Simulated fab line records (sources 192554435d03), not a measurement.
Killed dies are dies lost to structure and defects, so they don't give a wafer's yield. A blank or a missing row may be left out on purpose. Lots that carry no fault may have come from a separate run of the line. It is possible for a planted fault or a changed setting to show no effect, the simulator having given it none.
Lot-split experiment	flow n5 finfet	route with 1938 steps; 7 lots, 39 wafers read

ABOUT THE SPLIT
At N5_FIN_CUT_CUT_ETCH_26 (etches SiNx in CH3F/O2, target depth 39 nm, time 55.7 s), the setting time s was moved away from the recipe's 55.7 s on 12 of the 39 wafers read, by -46.0% to +20.2%. This setting was run at the recipe's value on the other wafers.

FROM THE SPLIT TO THE READING: what the file shows between them, 2 steps
- N5_FIN_CUT_CUT_ETCH_27: etches SiO2 in CHF3/O2, target depth 4 nm, overetch 2 nm, time 4.9 s
- N5_FIN_CUT_PRECLEAN_35: cleans in vHF, time 13.3 s

THE READING
SOC_of_FIN_CUT_COAT_18.thk nm (the simulator's own value, which no gauge read), in nm, at N5_FIN_CUT_CUT_ETCH_15 (etches Si in HBr/Cl2/O2, target depth 100 nm, bt time 10 s, time 42.4 s). The file does not state a usual value for it. Here, 27 wafers ran the recipe; their average is 171.0 nm with a standard deviation of 1.2 nm.

wafer	tool, chamber at the split	time s as run, s	against the recipe	SOC_of_FIN_CUT_COAT_18.thk nm, nm	against lot-mates on the recipe
L074.1	rie diel-06, 2	66.93	+20.2%	166.6	-3.3
L074.2	rie diel-06, 3	55.7	recipe	170.6	-
L074.3	rie diel-06, 1	55.7	recipe	169.6	-
L074.4	rie diel-06, 0	66.93	+20.2%	166.4	-3.5
L074.5	rie diel-06, 0	55.7	recipe	169.4	-
L074.6	rie diel-06, 1	66.93	+20.2%	168.2	-1.7
L076.1	rie diel-04, 3	55.7	recipe	170.6	-
L076.2	rie diel-04, 0	35.64	-36.0%	177.8	+6.7
L076.3	rie diel-04, 2	35.64	-36.0%	176.8	+5.7
L076.5	rie diel-04, 3	35.64	-36.0%	176.8	+5.7
L076.4	rie diel-04, 1	55.7	recipe	173	-
L076.6	rie diel-04, 0	55.7	recipe	169.8	-
L080.1	rie diel-04, 0	30.07	-46.0%	179	+8.9
L080.6	rie diel-04, 0	30.07	-46.0%	179	+8.9
L080.2	rie diel-04, 2	55.7	recipe	169.6	-
L080.3	rie diel-04, 1	30.07	-46.0%	180.8	+10.7
L080.4	rie diel-04, 3	55.7	recipe	170.8	-
L080.5	rie diel-04, 3	55.7	recipe	169.8	-
L083.1	rie diel-03, 2	66.79	+19.9%	167	-3.4
L083.2	rie diel-03, 3	55.7	recipe	170.8	-
L083.4	rie diel-03, 0	55.7	recipe	170.8	-
L083.3	rie diel-03, 1	66.79	+19.9%	166.8	-3.6
L083.5	rie diel-03, 1	66.79	+19.9%	165.4	-5.0
L083.6	rie diel-03, 0	55.7	recipe	169.6	-
L085.1	rie diel-04, 2	55.7	recipe	171	-
L085.2	rie diel-04, 3	55.7	recipe	172	-
L085.3	rie diel-04, 0	55.7	recipe	172.6	-
L085.4	rie diel-04, 1	55.7	recipe	170.8	-
L085.5	rie diel-04, 2	55.7	recipe	170	-
L085.6	rie diel-04, 1	55.7	recipe	171.4	-
L090.1	rie diel-04, 1	55.7	recipe	171.4	-
L090.2	rie diel-04, 0	55.7	recipe	168.8	-
L090.6	rie diel-04, 2	55.7	recipe	170	-
L094.1	rie diel-04, 3	55.7	recipe	172	-
L094.3	rie diel-04, 0	55.7	recipe	172	-
L094.2	rie diel-04, 2	55.7	recipe	172.2	-
L094.4	rie diel-04, 1	55.7	recipe	172.8	-
L094.5	rie diel-04, 1	55.7	recipe	173	-
L094.6	rie diel-04, 0	55.7	recipe	171.4	-

FIT RESULTS
A straight line over all 39 wafers: SOC_of_FIN_CUT_COAT_18.thk nm changes by -0.188 nm for each +1% of time s; r = -0.95; the points scatter about the line by 1.1 nm.
The same after taking each lot's own level away (the mean of its wafers on the recipe; 39 wafers): -0.187 nm for each +1%; r = -0.97; scatter 0.91 nm.
According to that fit, moving time s by its largest amount changes the reading by 8.6 nm.
Across the lots, their own levels run from 169.87 to 172.23 nm, a range of 2.0 times the standard deviation given above.
Hence the lot-to-lot level has little effect on the slope; both slopes agree.
Check: +8.61 nm against its lot-mates is what the line predicts for one of the wafers moved furthest among these (-46.0%) when that wafer is left out of the fit. Against them it came out at +8.93 nm.

THE WHOLE CHAIN: every reading that the file lists as answering this split, in the file's order
step	what it does	reading	change (the file's fit)	r (the file's)
N5_FIN_CUT_CUT_ETCH_26	etches SiNx in CH3F/O2, target depth 39 nm, time 55.7 s	etch.depth nm (the simulator's own value, which no gauge read)	+0.386 nm for each +1% of the setting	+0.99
N5_FIN_CUT_CUT_ETCH_26	etches SiNx in CH3F/O2, target depth 39 nm, time 55.7 s	SOC_of_FIN_CUT_COAT_18.thk nm (the simulator's own value, which no gauge read)	-0.179 nm for each +1% of the setting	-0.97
N5_FIN_CUT_CUT_ETCH_15	etches Si in HBr/Cl2/O2, target depth 100 nm, bt time 10 s, time 42.4 s	SOC_of_FIN_CUT_COAT_18.thk nm (the simulator's own value, which no gauge read)	-0.188 nm for each +1% of the setting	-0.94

THE FILE'S OWN FIT
SOC_of_FIN_CUT_COAT_18.thk nm changes by -0.188 nm for each +1% of time s, r = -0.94.
